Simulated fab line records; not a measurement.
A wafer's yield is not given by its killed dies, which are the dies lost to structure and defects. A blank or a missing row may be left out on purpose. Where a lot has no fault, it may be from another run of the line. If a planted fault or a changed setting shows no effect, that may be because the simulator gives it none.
fab line records    flow n5_finfet
[record] lots = 10  wafers = 30  last_day = 19
route steps=1938 shown BEOL_M4@1022 PASSIVATION@1936
lots that met no fault: from a run of the same line without faults
start_h: start of the lot's first displayed wafer, in hours after the record's first day    wait_h: hours since the lot's step before    " as in the row above    L1.1+2: a row that stands for several wafers    - no value, or no start was given    * or withheld: withheld    < > ~ a bound
route shown NAME@n: NAME is a module with steps in the file, n the number in the route of the first one    usual: mean/standard deviation taken from wafers without a fault    same: alike in all rows    chamber/n: place in a boat    sites: per-site readings    _std_site: standard deviation of those values    _edge_site: inner sites' mean taken away from outer sites' mean    radius_mm: for every site, how far away it sits from the centre of the wafer    mask NAME#n: copy n    behind: the last tool/chamber to shape the wafer    hold: why the lot went on hold/how many hours it stayed there/how the hold came to an end    device: names the non-switching transistor (n, p or np)    end of line: the tests these same wafers got at the end of their route    where a step has no rows: the recipe by itself    killed: dies that structure and defects cost at the first sort, which is not the same as the wafer's yield    map: per-die view of a wafer (x killed, . not killed, _ where there is no die)
set.NAME: the setting that was run; set.NAME@STEP: the one run at that earlier step    model.NAME: the simulator's own value behind a step, which no gauge read
a sample of lots followed through the steps of the route, with each step as a table and each wafer as a row
services: from which hour (start_h, from the record's first day; less than 0 if before it) a tool's chamber was out of use, for how many hours, and why
[[steps]]
[step N5_BEOL_M4_THK_MEAS_01]
[recipe] reads = SiOC_of_BEOL_M4_ILD_DEP_00
[usual] M4_ILD_THK = 78.8/0.86
lot.wafer  tool           chamber  start_h  wait_h  M4_ILD_THK[nm]
L108.1     film_metro-02  -        175.75   0.0     77.5
L108.3     "              -        "        "       79.0
L108.5     "              -        "        "       79.4
L109.2     film_metro-01  -        182.65   0.1     77.8
L109.3     "              -        "        "       77.8
L109.6     "              -        "        "       80.1
L114.1     film_metro-02  -        201.43   0.0     77.7
L114.3     "              -        "        "       78.3
L114.5     "              -        "        "       79.4
L118.2     film_metro-02  -        256.56   0.1     77.2
L118.4     "              -        "        "       79.1
L118.5     "              -        "        "       79.4
L123.2     film_metro-01  -        274.45   0.1     78.6
L123.3     "              -        "        "       78.3
L123.5     "              -        "        "       78.5
L117.3     film_metro-01  -        280.48   0.1     78.8
L117.4     "              -        "        "       79.6
L117.5     "              -        "        "       79.6
L121.1     film_metro-01  -        282.54   0.1     78.9
L121.4     "              -        "        "       79.8
L121.6     "              -        "        "       80.5
L122.1     film_metro-01  -        284.40   0.0     78.3
L122.2     "              -        "        "       78.3
L122.4     "              -        "        "       79.2
L127.3     film_metro-01  -        296.92   0.1     79.6
L127.4     "              -        "        "       80.1
L127.5     "              -        "        "       79.1
L131.1     film_metro-02  -        324.21   0.0     77.7
L131.2     "              -        "        "       78.9
L131.5     "              -        "        "       79.4
[step N5_BEOL_M4_OVL_MEAS_12]
[recipe] points_per_wafer = 522
[usual] M4_OVL = 0.2/0.59
lot.wafer  tool        chamber  start_h  wait_h  M4_OVL[nm]
L108.1     overlay-02  0        177.27   0.0     1.1
L108.3     "           0        "        "       1.6
L108.5     "           0        "        "       0.3
L109.2     overlay-01  0        184.82   0.0     0.4
L109.3     "           0        "        "       0.2
L109.6     "           0        "        "       -0.3
L114.1     overlay-02  0        202.45   0.0     0.6
L114.3     "           0        "        "       1.3
L114.5     "           0        "        "       -0.1
L118.2     overlay-01  0        258.30   0.0     0.2
L118.4     "           0        "        "       0.7
L118.5     "           0        "        "       0.3
L123.2     overlay-01  0        275.39   0.0     0.0
L123.3     "           0        "        "       -0.8
L123.5     "           0        "        "       -0.9
L117.3     overlay-01  0        282.86   0.0     -0.2
L117.4     "           0        "        "       -0.4
L117.5     "           0        "        "       0.3
L121.1     overlay-02  0        283.84   0.0     0.3
L121.4     "           0        "        "       -0.2
L121.6     "           0        "        "       -1.2
L122.1     overlay-01  0        285.20   0.0     -0.1
L122.2     "           0        "        "       0.1
L122.4     "           0        "        "       -0.2
L127.3     overlay-02  0        299.68   0.0     0.1
L127.4     "           0        "        "       0.9
L127.5     "           0        "        "       0.5
L131.1     overlay-01  0        326.15   0.0     -1.0
L131.2     "           0        "        "       -0.9
L131.5     "           0        "        "       -0.5
[step N5_BEOL_M4_INSPECT_13]
[recipe] mode = adi  inspect_instrument = brightfield
[usual] raw_defect_count = 395/94
lot.wafer  tool               chamber  start_h  wait_h  raw_defect_count
L108.1     defect_inspect-02  -        177.32   0.1     393
L108.3     "                  -        "        "       344
L108.5     "                  -        "        "       394
L109.2     defect_inspect-01  -        184.87   0.0     270
L109.3     "                  -        "        "       328
L109.6     "                  -        "        "       413
L114.1     defect_inspect-02  -        202.51   0.1     420
L114.3     "                  -        "        "       432
L114.5     "                  -        "        "       612
L118.2     defect_inspect-01  -        258.35   0.0     323
L118.4     "                  -        "        "       385
L118.5     "                  -        "        "       399
L123.2     defect_inspect-01  -        275.44   0.0     348
L123.3     "                  -        "        "       421
L123.5     "                  -        "        "       412
L117.3     defect_inspect-01  -        282.90   0.0     494
L117.4     "                  -        "        "       420
L117.5     "                  -        "        "       423
L121.1     defect_inspect-01  -        283.90   0.1     366
L121.4     "                  -        "        "       489
L121.6     "                  -        "        "       360
L122.1     defect_inspect-02  -        285.26   0.1     499
L122.2     "                  -        "        "       426
L122.4     "                  -        "        "       397
L127.3     defect_inspect-01  -        299.73   0.0     418
L127.4     "                  -        "        "       493
L127.5     "                  -        "        "       489
L131.1     defect_inspect-01  -        326.21   0.1     352
L131.2     "                  -        "        "       401
L131.5     "                  -        "        "       352
[step N5_BEOL_M4_ETCH_74]
[recipe] chemistry = N2/H2  target = underlayer  target_depth_a = 65  mask_material = CAR-EUV  time_s = 5.2  ion_energy_ev = 200  pressure_mtorr = 30  source_w = 840  bias_w = 150  n2_flow_sccm = 200  h2_flow_sccm = 200  ends = cleared
[usual] chamber_pressure_mTorr = 30.00/0.043  drypump_motor_current_A = 5.9/0.45  etch_rf_on_time_s = 5.19/0.06  n2_flow_sccm = 200.0/0.61  oes_product_au = 0.69/0.062  rf_fwd_power_W = 819.7/2.2  rf_vpp_V = 524.2/2.3  showerhead_plenum_p_Torr = 2.56/0.068  throttle_valve_pct = 17.91/0.24
lot.wafer  tool         chamber  start_h  wait_h  chamber_pressure_mTorr  drypump_motor_current_A  etch_rf_on_time_s  n2_flow_sccm  oes_product_au  rf_fwd_power_W  rf_hours_counter_h  rf_vpp_V  showerhead_plenum_p_Torr  throttle_valve_pct
L108.1     rie_diel-04  3        177.41   0.0     29.99                   5.5                      5.09               201.0         0.78            816.7           18                  523.5     2.60                      17.76
L108.3     "            2        "        "       30.05                   5.6                      5.22               200.4         0.61            816.9           -                   523.8     2.53                      18.18
L108.5     "            2        "        "       30.03                   5.6                      5.21               201.6         0.60            820.8           -                   521.8     2.53                      18.19
L109.2     rie_diel-05  3        184.94   0.0     29.99                   6.0                      5.16               199.4         0.70            819.3           92                  521.3     2.45                      17.96
L109.3     "            2        "        "       30.01                   6.1                      5.22               200.6         0.62            820.5           197                 525.6     2.63                      18.14
L109.6     "            0        "        "       30.04                   5.7                      5.22               200.0         0.70            819.5           -                   527.1     2.69                      18.01
L114.1     rie_diel-04  3        202.58   0.0     29.89                   5.5                      5.06               200.2         0.77            818.2           29                  524.8     2.60                      17.80
L114.3     "            0        "        "       29.99                   6.2                      5.18               200.3         0.80            823.9           6                   524.7     2.61                      17.58
L114.5     "            3        "        "       30.03                   5.5                      5.10               200.8         0.77            820.1           -                   527.0     2.60                      17.80
L118.2     rie_diel-04  0        258.81   0.0     30.02                   6.2                      8.61               199.5         0.60            816.2           19                  525.1     2.60                      17.56
L118.4     "            3        "        "       30.06                   5.5                      5.22               199.7         0.74            822.6           47                  526.5     2.59                      17.82
L118.5     "            2        "        "       29.95                   5.6                      5.36               200.2         0.59            818.9           -                   520.2     2.51                      18.22
L123.2     rie_diel-01  3        275.51   0.0     30.01                   5.1                      5.05               200.3         0.64            820.8           164                 522.4     2.55                      18.24
L123.3     "            2        "        "       30.03                   5.0                      5.06               200.2         0.79            821.2           18                  524.1     2.59                      17.40
L123.5     "            3        "        "       29.98                   5.2                      5.10               199.4         0.63            819.8           -                   524.6     2.55                      18.24
L117.3     rie_diel-04  2        283.20   0.0     30.07                   5.6                      5.28               200.8         0.58            820.7           218                 523.7     2.51                      18.25
L117.4     "            3        "        "       30.06                   5.5                      5.19               199.8         0.72            820.4           56                  523.9     2.59                      17.85
L117.5     "            0        "        "       30.00                   6.2                      8.48               200.1         0.58            820.7           -                   525.8     2.60                      17.61
L121.1     rie_diel-04  0        284.24   0.0     29.97                   6.2                      8.47               199.7         0.59            817.9           27                  525.3     2.60                      17.60
L121.4     "            2        "        "       29.99                   5.5                      5.26               199.5         0.59            820.4           219                 522.5     2.51                      18.25
L121.6     "            3        "        "       29.88                   5.5                      5.13               199.8         0.73            822.8           -                   525.3     2.59                      17.83
L122.1     rie_diel-01  2        285.33   0.0     29.96                   5.0                      5.16               200.3         0.78            819.4           23                  525.4     2.59                      17.36
L122.2     "            3        "        "       29.97                   5.2                      5.23               199.7         0.63            817.1           168                 522.2     2.54                      18.20
L122.4     "            1        "        "       29.98                   5.6                      5.18               200.2         0.61            822.9           209                 525.3     2.52                      18.17
L127.3     rie_diel-05  1        299.79   0.0     29.97                   6.6                      5.17               200.9         0.64            819.2           178                 523.5     2.54                      17.85
L127.4     "            2        "        "       30.02                   6.1                      5.28               199.3         0.59            817.1           235                 526.4     2.61                      18.19
L127.5     "            0        "        "       29.95                   5.7                      5.26               199.5         0.68            819.9           -                   527.5     2.67                      18.08
L131.1     rie_diel-01  0        326.28   0.0     30.01                   6.5                      5.26               201.2         0.68            817.6           105                 520.7     2.46                      17.87
L131.2     "            3        "        "       30.03                   5.2                      5.16               199.0         0.62            818.4           182                 524.2     2.54                      18.26
L131.5     "            0        "        "       29.98                   6.5                      5.23               201.1         0.67            820.6           -                   521.0     2.46                      17.86
[step N5_BEOL_M4_RC_MEAS_101]
[usual] DIBL_N = 36.6/1.3  DIBL_P = 36.4/1.4  IOFF_N = 0.167/0.023  IOFF_P = 0.219/0.029  ION_N = 678/8.7  ION_P = 464/6.4  SS_N = 71.5/0.53  SS_P = 73.4/0.57  VT_N = 248.5/2.8  VT_P = -249/3.1
lot.wafer  tool       chamber  start_h  wait_h  DIBL_N[mV/V]  DIBL_P[mV/V]  IOFF_N[nA/um]  IOFF_P[nA/um]  ION_N[uA/um]  ION_P[uA/um]  SS_N[mV/dec]  SS_P[mV/dec]  VT_N[mV]  VT_P[mV]
L108.1     prober-01  0        185.19   0.0     37.4          37.4          0.195          0.237          697           467           72.2          73.3          243.2     -248
L108.3     "          0        "        "       37.8          37.4          0.193          0.224          690           465           70.9          72.9          245.4     -249
L108.5     "          0        "        "       36.8          36.8          0.171          0.216          683           465           71.2          73.5          248.1     -250
L109.2     prober-01  0        198.35   0.2     39.7          38.0          0.211          0.267          692           469           72.4          74.2          244.7     -246
L109.3     "          0        "        "       37.9          35.7          0.180          0.226          686           469           71.0          73.1          245.5     -248
L109.6     "          0        "        "       37.8          35.3          0.174          0.220          674           463           71.6          72.9          247.3     -249
L114.1     prober-02  0        226.52   0.0     39.2          38.2          0.191          0.240          684           465           72.3          73.7          248.0     -246
L114.3     "          0        "        "       37.6          36.8          0.175          0.219          681           464           72.0          72.9          247.0     -248
L114.5     "          0        "        "       38.4          37.3          0.176          0.224          684           466           72.6          73.1          248.2     -246
L118.2     prober-01  0        283.34   0.2     34.9          34.7          0.144          0.182          674           460           71.2          72.9          250.8     -253
L118.4     "          0        "        "       36.6          36.5          0.170          0.208          669           458           71.6          73.3          247.6     -249
L118.5     "          0        "        "       34.6          34.2          0.131          0.178          665           461           70.7          72.7          249.1     -251
L123.2     prober-02  0        296.83   0.2     37.3          36.1          0.187          0.241          675           464           72.4          73.5          248.6     -245
L123.3     "          0        "        "       38.8          38.8          0.219          0.290          681           468           72.3          75.0          245.4     -244
L123.5     "          0        "        "       37.2          35.9          0.182          0.238          669           459           72.7          73.2          246.7     -246
L117.3     prober-01  0        300.31   0.3     35.0          35.7          0.166          0.218          672           460           71.2          72.8          247.8     -251
L117.4     "          0        "        "       37.5          38.7          0.216          0.273          671           466           71.8          73.4          248.1     -248
L117.5     "          0        "        "       36.5          37.6          0.195          0.262          671           469           71.5          74.1          247.5     -249
L121.1     prober-01  0        305.05   0.0     35.5          37.1          0.165          0.201          674           460           71.6          74.1          248.2     -253
L121.4     "          0        "        "       36.0          38.0          0.177          0.215          673           457           71.8          74.1          249.4     -253
L121.6     "          0        "        "       36.7          38.3          0.189          0.210          670           455           72.2          74.1          247.0     -251
L122.1     prober-01  0        308.51   0.0     34.8          34.5          0.142          0.195          661           454           71.8          73.4          250.3     -251
L122.2     "          0        "        "       35.6          36.9          0.159          0.228          675           461           70.3          73.5          249.4     -247
L122.4     "          0        "        "       36.5          36.5          0.169          0.222          670           459           71.2          73.4          247.3     -246
L127.3     prober-01  0        330.29   0.3     36.4          36.8          0.165          0.212          667           458           71.5          73.0          246.2     -250
L127.4     "          0        "        "       37.5          38.0          0.173          0.237          670           463           71.5          73.5          247.3     -248
L127.5     "          0        "        "       37.3          37.8          0.172          0.228          668           461           71.3          73.2          247.1     -251
L131.1     prober-02  0        351.41   0.0     36.2          37.2          0.160          0.197          679           461           71.8          72.2          248.6     -252
L131.2     "          0        "        "       36.1          36.6          0.153          0.182          676           457           71.3          72.6          251.2     -250
L131.5     "          0        "        "       35.8          36.3          0.151          0.179          679           460           70.9          72.6          250.6     -252
[step N5_PASSIVATION_PROBE_49]
[usual] defect_limited_yield = 91.6/1.6  killed_at_M0_to_M3 = 32/9.7  killed_at_M4_up = 13/4.4  killed_at_contacts = 12/6.5  killed_at_front_end = 38/12  killed_at_other = 3.7/3  killed_dies = 99/18  killed_open = 66/14  killed_short = 32/7.5  sort_bin_5_function = 4.9/1  sort_bin_6_memory = 3.2/0.73  sort_n_pass = 1081/18  sort_yield_pct = 91.6/1.6
[same] gross_dies = 1180  killed_at_back_side = 0  sort_bin_4_leakage[%] = 0  sort_bin_8_speed[%] = 0
lot.wafer  tool       chamber  start_h  wait_h  defect_limited_yield[%]  killed_at_M0_to_M3  killed_at_M4_up  killed_at_contacts  killed_at_front_end  killed_at_other  killed_dies  killed_open  killed_short  sort_bin_5_function[%]  sort_bin_6_memory[%]  sort_n_pass  sort_yield_pct[%]
L108.1     prober-01  -        289.43   0.0     92.0                     16                  12               22                  41                   3                94           67           27            4.8                     3.1                   1086         92.0
L108.3     prober-01  -        289.53   0.1     90.3                     34                  17               32                  31                   1                115          77           38            6.0                     3.2                   1065         90.3
L108.5     prober-01  -        289.63   0.2     90.6                     28                  17               15                  50                   1                111          64           43            5.3                     3.5                   1069         90.6
L109.2     prober-02  -        309.37   0.1     94.3                     16                  10               13                  26                   2                67           39           26            2.3                     3.1                   1113         94.3
L109.3     prober-02  -        309.42   0.1     92.0                     12                  21               13                  42                   6                94           59           34            5.0                     2.7                   1086         92.0
L109.6     prober-02  -        309.57   0.3     90.3                     28                  10               7                   65                   5                115          75           40            5.1                     4.4                   1065         90.3
L114.1     prober-01  -        325.92   0.0     91.5                     29                  11               11                  45                   4                100          51           49            4.9                     3.5                   1080         91.5
L114.3     prober-01  -        326.02   0.1     93.3                     19                  15               23                  20                   2                79           56           23            3.7                     2.7                   1101         93.3
L114.5     prober-01  -        326.12   0.2     91.6                     37                  12               18                  28                   4                99           64           34            4.6                     3.6                   1081         91.6
L118.2     prober-02  -        393.36   0.1     93.4                     40                  11               2                   25                   0                78           42           34            3.6                     2.9                   1102         93.4
L118.4     prober-02  -        393.46   0.2     93.1                     40                  9                5                   25                   2                81           49           32            3.2                     3.3                   1099         93.1
L118.5     prober-02  -        393.51   0.2     92.1                     43                  9                7                   31                   3                93           66           26            4.2                     3.1                   1087         92.1
L123.2     prober-01  -        403.24   0.1     89.0                     54                  10               15                  51                   0                130          84           45            6.3                     4.4                   1050         89.0
L123.3     prober-01  -        403.29   0.1     92.9                     26                  9                10                  39                   0                84           58           25            4.2                     2.7                   1096         92.9
L123.5     prober-01  -        403.39   0.2     91.6                     33                  11               19                  35                   1                99           66           32            4.7                     3.6                   1081         91.6
L117.3     prober-02  -        408.41   0.1     93.6                     31                  16               2                   25                   2                76           53           21            4.2                     1.9                   1104         93.6
L117.4     prober-02  -        408.46   0.2     91.9                     24                  16               16                  27                   12               95           65           28            4.7                     3.1                   1085         91.9
L122.1     prober-01  -        408.99   0.0     90.3                     36                  12               12                  50                   4                114          70           40            6.0                     3.1                   1066         90.3
L122.2     prober-01  -        409.04   0.1     91.2                     48                  10               11                  32                   3                104          67           34            5.5                     3.0                   1076         91.2
L122.4     prober-01  -        409.14   0.2     90.8                     41                  16               14                  34                   4                109          77           32            5.6                     3.1                   1071         90.8
L121.1     prober-01  -        418.70   0.0     93.0                     25                  13               9                   34                   2                83           52           31            4.5                     2.4                   1097         93.0
L121.4     prober-01  -        418.85   0.2     92.1                     35                  19               7                   29                   3                93           62           31            4.7                     3.1                   1087         92.1
L121.6     prober-01  -        418.95   0.3     92.6                     23                  15               8                   40                   1                87           56           31            4.3                     3.0                   1093         92.6
L127.3     prober-01  -        430.94   0.1     92.7                     33                  14               5                   31                   3                86           51           32            4.5                     2.5                   1094         92.7
L127.4     prober-01  -        430.99   0.2     92.5                     36                  12               6                   27                   8                89           63           26            4.4                     2.7                   1091         92.5
L127.5     prober-01  -        431.04   0.2     91.0                     39                  17               7                   39                   4                106          57           48            4.7                     3.5                   1074         91.0
L131.1     prober-02  -        454.09   0.0     91.0                     34                  11               14                  45                   2                106          62           40            4.9                     3.4                   1074         91.0
L131.2     prober-02  -        454.14   0.1     88.6                     40                  24               16                  53                   2                135          85           47            6.7                     4.7                   1045         88.6
L131.5     prober-02  -        454.29   0.2     91.7                     35                  19               12                  29                   3                98           75           23            5.3                     2.8                   1082         91.7
// killed by level:class
L108.1 MOL_CONTACT_COAG:geometric_particle:open=19 STI_FIN_REVEAL:geometric_particle:open=10 ILD0:geometric_particle:short=8 BEOL_M1:geometric_particle:open=6 STARTING-WAFER:geometric_particle:open=6 FIN_SAQP:geometric_particle:open=4 FIN_SAQP:geometric_particle:short=3 MOL_CONTACT_COAG:geometric_particle:short=3
L108.3 MOL_CONTACT_COAG:geometric_particle:open=25 BEOL_M0_SAQP:geometric_particle:open=10 STI_FIN_REVEAL:geometric_particle:open=8 BEOL_M1:geometric_particle:open=8 BEOL_M4:geometric_particle:short=8 MOL_CONTACT_COAG:geometric_particle:short=7 FIN_CUT:geometric_particle:short=5 BEOL_M0_SAQP:geometric_particle:short=5
L108.5 STI_FIN_REVEAL:geometric_particle:open=9 MOL_CONTACT_COAG:geometric_particle:open=9 BEOL_M1:geometric_particle:open=9 FIN_SAQP:geometric_particle:open=8 DUMMY_GATE:geometric_particle:open=8 FIN_SAQP:geometric_particle:short=7 BEOL_M1:geometric_particle:short=7 MOL_CONTACT_COAG:geometric_particle:short=6
L109.2 MOL_CONTACT_COAG:geometric_particle:open=10 BEOL_M4:geometric_particle:open=8 GATE_CUT:geometric_particle:short=6 BEOL_M0_SAQP:geometric_particle:open=6 BEOL_M0_SAQP:geometric_particle:short=4 STARTING-WAFER:geometric_particle:short=4 ILD0:geometric_particle:open=3 GATE_CUT:geometric_particle:open=3
L109.3 BEOL_M4:geometric_particle:open=12 FIN_SAQP:geometric_particle:open=11 FIN_SAQP:geometric_particle:short=9 MOL_CONTACT_COAG:geometric_particle:open=8 GATE_CUT:geometric_particle:short=7 STI_FIN_REVEAL:geometric_particle:open=6 MOL_CONTACT_COAG:geometric_particle:short=4 BEOL_M0_SAQP:geometric_particle:short=3
L109.6 FIN_SAQP:geometric_particle:open=18 FIN_SAQP:geometric_particle:short=12 STI_FIN_REVEAL:geometric_particle:open=12 BEOL_M3:geometric_particle:open=7 BEOL_M0_SAQP:geometric_particle:short=7 BEOL_M4:geometric_particle:open=7 DUMMY_GATE:geometric_particle:open=6 BEOL_M0_SAQP:geometric_particle:open=5
L114.1 FIN_SAQP:geometric_particle:short=14 FIN_SAQP:geometric_particle:open=9 STI_FIN_REVEAL:geometric_particle:open=7 BEOL_M0_SAQP:geometric_particle:short=7 MOL_CONTACT_COAG:geometric_particle:open=6 BEOL_M1:geometric_particle:open=6 BEOL_M3:geometric_particle:open=6 GATE_CUT:geometric_particle:open=5
L114.3 MOL_CONTACT_COAG:geometric_particle:open=15 MOL_CONTACT_COAG:geometric_particle:short=8 BEOL_M2:geometric_particle:open=7 FIN_SAQP:geometric_particle:open=5 BEOL_M4:geometric_particle:open=5 BEOL_M0_SAQP:geometric_particle:short=4 BEOL_M0_SAQP:geometric_particle:open=4 STI_FIN_REVEAL:geometric_particle:open=3
L114.5 MOL_CONTACT_COAG:geometric_particle:open=12 BEOL_M0_SAQP:geometric_particle:short=9 BEOL_M1:geometric_particle:open=7 BEOL_M2:geometric_particle:open=7 MOL_CONTACT_COAG:geometric_particle:short=6 STARTING-WAFER:geometric_particle:open=5 FIN_SAQP:geometric_particle:open=4 FIN_SAQP:geometric_particle:short=4
L118.2 BEOL_M0_SAQP:geometric_particle:short=14 BEOL_M0_SAQP:geometric_particle:open=11 BEOL_M4:geometric_particle:open=6 STARTING-WAFER:geometric_particle:short=6 BEOL_M2:geometric_particle:open=5 FIN_SAQP:geometric_particle:short=4 BEOL_M1:geometric_particle:open=4 DUMMY_GATE:geometric_particle:open=3
L118.4 BEOL_M0_SAQP:geometric_particle:short=12 BEOL_M0_SAQP:geometric_particle:open=10 FIN_SAQP:geometric_particle:open=7 BEOL_M1:geometric_particle:short=6 FIN_SAQP:geometric_particle:short=5 BEOL_M2:geometric_particle:open=4 BEOL_M3:geometric_particle:open=4 BEOL_M4:geometric_particle:open=4
L118.5 FIN_SAQP:geometric_particle:short=11 BEOL_M1:geometric_particle:open=11 BEOL_M2:geometric_particle:open=10 BEOL_M0_SAQP:geometric_particle:open=8 MOL_CONTACT_COAG:geometric_particle:open=6 BEOL_M3:geometric_particle:open=5 FIN_SAQP:geometric_particle:open=4 BEOL_M0_SAQP:geometric_particle:short=4
L123.2 BEOL_M0_SAQP:geometric_particle:open=16 STI_FIN_REVEAL:geometric_particle:open=15 BEOL_M0_SAQP:geometric_particle:short=14 FIN_SAQP:geometric_particle:short=13 MOL_CONTACT_COAG:geometric_particle:open=12 FIN_SAQP:geometric_particle:open=8 BEOL_M3:geometric_particle:open=6 BEOL_M1:geometric_particle:open=6
L123.3 FIN_SAQP:geometric_particle:open=17 MOL_CONTACT_COAG:geometric_particle:open=9 BEOL_M0_SAQP:geometric_particle:short=9 FIN_SAQP:geometric_particle:short=8 BEOL_M0_SAQP:geometric_particle:open=6 BEOL_M3:geometric_particle:open=5 STI_FIN_REVEAL:geometric_particle:open=4 DUMMY_GATE:geometric_particle:open=2
L123.5 MOL_CONTACT_COAG:geometric_particle:open=18 BEOL_M3:geometric_particle:open=12 FIN_SAQP:geometric_particle:open=8 BEOL_M0_SAQP:geometric_particle:short=7 FIN_SAQP:geometric_particle:short=6 BEOL_M0_SAQP:geometric_particle:open=6 DUMMY_GATE:geometric_particle:open=4 STI_FIN_REVEAL:geometric_particle:open=4
L117.3 BEOL_M3:geometric_particle:open=13 BEOL_M1:geometric_particle:open=6 BEOL_M4:geometric_particle:open=5 GATE_CUT:geometric_particle:open=4 BEOL_M3:geometric_particle:short=4 FIN_SAQP:geometric_particle:short=3 FIN_SAQP:geometric_particle:open=3 DUMMY_GATE:geometric_particle:open=3
L117.4 MOL_CONTACT_COAG:geometric_particle:open=12 BEOL_M3:geometric_particle:open=10 DUMMY_GATE:geometric_particle:open=5 MIM_TOP_ETCH:geometric_particle:open=5 BEOL_M1:geometric_particle:open=5 PASS1_CAP:geometric_particle:short=5 BEOL_M3:geometric_particle:short=4 BEOL_M5:geometric_particle:open=4
L122.1 FIN_SAQP:geometric_particle:short=10 STI_FIN_REVEAL:geometric_particle:open=10 BEOL_M0_SAQP:geometric_particle:short=10 MOL_CONTACT_COAG:geometric_particle:open=9 DUMMY_GATE:geometric_particle:open=8 BEOL_M4:geometric_particle:open=8 BEOL_M0_SAQP:geometric_particle:open=7 BEOL_M3:geometric_particle:open=7
L122.2 BEOL_M0_SAQP:geometric_particle:open=13 BEOL_M0_SAQP:geometric_particle:short=9 BEOL_M3:geometric_particle:open=8 FIN_SAQP:geometric_particle:short=7 FIN_SAQP:geometric_particle:open=7 MOL_CONTACT_COAG:geometric_particle:open=6 BEOL_M0:geometric_particle:open=5 BEOL_M2:geometric_particle:open=5
L122.4 FIN_SAQP:geometric_particle:open=14 BEOL_M1:geometric_particle:open=14 MOL_CONTACT_COAG:geometric_particle:open=12 BEOL_M3:geometric_particle:open=9 BEOL_M0_SAQP:geometric_particle:short=6 BEOL_M4:geometric_particle:open=6 DUMMY_GATE:geometric_particle:open=5 FIN_SAQP:geometric_particle:short=4
L121.1 BEOL_M2:geometric_particle:open=10 GATE_CUT:geometric_particle:short=9 FIN_SAQP:geometric_particle:short=6 MOL_CONTACT_COAG:geometric_particle:open=6 BEOL_M3:geometric_particle:open=6 BEOL_M5:geometric_particle:open=6 STI_FIN_REVEAL:geometric_particle:open=5 BEOL_M4:geometric_particle:open=5
L121.4 BEOL_M0:geometric_particle:open=9 BEOL_M2:geometric_particle:open=9 BEOL_M4:geometric_particle:open=8 GATE_CUT:geometric_particle:short=6 STI_FIN_REVEAL:geometric_particle:open=5 MOL_CONTACT_COAG:geometric_particle:open=5 BEOL_M3:geometric_particle:open=4 BEOL_M5:geometric_particle:open=4
L121.6 FIN_SAQP:geometric_particle:short=10 GATE_CUT:geometric_particle:short=7 FIN_SAQP:geometric_particle:open=6 STI_FIN_REVEAL:geometric_particle:open=6 GATE_CUT:geometric_particle:open=6 BEOL_M2:geometric_particle:open=6 BEOL_M4:geometric_particle:open=6 MOL_CONTACT_COAG:geometric_particle:open=5
L127.3 FIN_SAQP:geometric_particle:short=9 BEOL_M1:geometric_particle:open=8 BEOL_M4:geometric_particle:open=7 BEOL_M0:geometric_particle:open=6 BEOL_M0_SAQP:geometric_particle:open=5 BEOL_M1:geometric_particle:short=4 STI_FIN_REVEAL:geometric_particle:open=4 BEOL_M0_SAQP:geometric_particle:short=4
L127.4 STI_FIN_REVEAL:geometric_particle:open=9 BEOL_M0_SAQP:geometric_particle:open=8 MOL_CONTACT_COAG:geometric_particle:open=6 BEOL_M0_SAQP:geometric_particle:short=6 BEOL_M0:geometric_particle:open=6 BEOL_M3:geometric_particle:open=6 FIN_SAQP:geometric_particle:open=5 FIN_SAQP:geometric_particle:short=4
L127.5 FIN_SAQP:geometric_particle:short=12 BEOL_M0_SAQP:geometric_particle:short=11 BEOL_M4:geometric_particle:open=9 FIN_SAQP:geometric_particle:open=7 BEOL_M1:geometric_particle:open=7 STARTING-WAFER:geometric_particle:short=7 MOL_CONTACT_COAG:geometric_particle:open=6 BEOL_M3:geometric_particle:open=6
L131.1 MOL_CONTACT_COAG:geometric_particle:open=12 BEOL_M0_SAQP:geometric_particle:short=11 BEOL_M0_SAQP:geometric_particle:open=10 FIN_SAQP:geometric_particle:open=7 GATE_CUT:geometric_particle:short=6 STI_FIN_REVEAL:geometric_particle:open=5 DUMMY_GATE:geometric_particle:open=5 BEOL_M2:geometric_particle:open=5
L131.2 STI_FIN_REVEAL:geometric_particle:open=16 MOL_CONTACT_COAG:geometric_particle:open=14 BEOL_M4:geometric_particle:open=12 BEOL_M0_SAQP:geometric_particle:short=10 BEOL_M0_SAQP:geometric_particle:open=9 BEOL_M3:geometric_particle:open=9 GATE_CUT:geometric_particle:short=7 STI_FIN_REVEAL:geometric_particle:short=6
L131.5 BEOL_M0_SAQP:geometric_particle:open=13 MOL_CONTACT_COAG:geometric_particle:open=11 STI_FIN_REVEAL:geometric_particle:open=8 BEOL_M0_SAQP:geometric_particle:short=8 BEOL_M4:geometric_particle:open=8 FIN_SAQP:geometric_particle:open=6 BEOL_M2:geometric_particle:open=4 BEOL_M3:geometric_particle:open=4
[[services]]
tool         chamber  start_h  hours  kind
rie_diel-04  0        160.67   -      clean
rie_diel-04  0        160.67   -      consumable_replace:focus_ring
rie_diel-04  0        160.67   25.2   scheduled_down
rie_diel-04  0        160.67   25.2   vent_cycle
rie_diel-05  1        173.90   8.8    repair
rie_diel-04  1        176.16   8.1    repair
rie_diel-01  0        182.28   1.9    repair
rie_diel-04  1        185.89   -      clean
rie_diel-04  1        185.89   -      consumable_replace:focus_ring
rie_diel-04  1        185.89   27.9   scheduled_down
rie_diel-04  1        185.89   27.9   vent_cycle
rie_diel-01  2        190.80   1.6    repair
rie_diel-01  2        204.69   -      clean
rie_diel-01  2        204.69   -      consumable_replace:focus_ring
rie_diel-01  2        204.69   23.2   scheduled_down
rie_diel-01  2        204.69   23.2   vent_cycle
rie_diel-04  0        214.62   7.9    repair
rie_diel-05  -        236.95   2.4    repair
rie_diel-04  2        287.32   7.5    repair
rie_diel-04  2        308.08   5.8    repair
rie_diel-05  2        313.06   5.9    repair
rie_diel-04  2        326.28   1.8    repair
[[key]]
[first_sign] step = N5_BEOL_M4_ETCH_74  reading = etch_rf_on_time_s  direction = up  sigmas = 55  usual = *  struck = *
effect none on later readings
met_at N5_BEOL_M4_ETCH_74
struck_lots L117,L118,L121
struck_wafers L117.5,L118.2,L121.1
rows_end L117.5
not_acting_at N5_BEOL_M4_THK_MEAS_01,N5_BEOL_M4_OVL_MEAS_12,N5_BEOL_M4_INSPECT_13
onset_between 202.58 258.81
[fault] kind = process_parameter_drift  tool = rie_diel-04  chamber = 0  onset_h = 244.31  steps = N5_BEOL_M4_ETCH_74  channel = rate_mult  offset = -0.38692  shape = step
// rows_end: these wafers met a further fault down the route, and their rows from its step on are left out
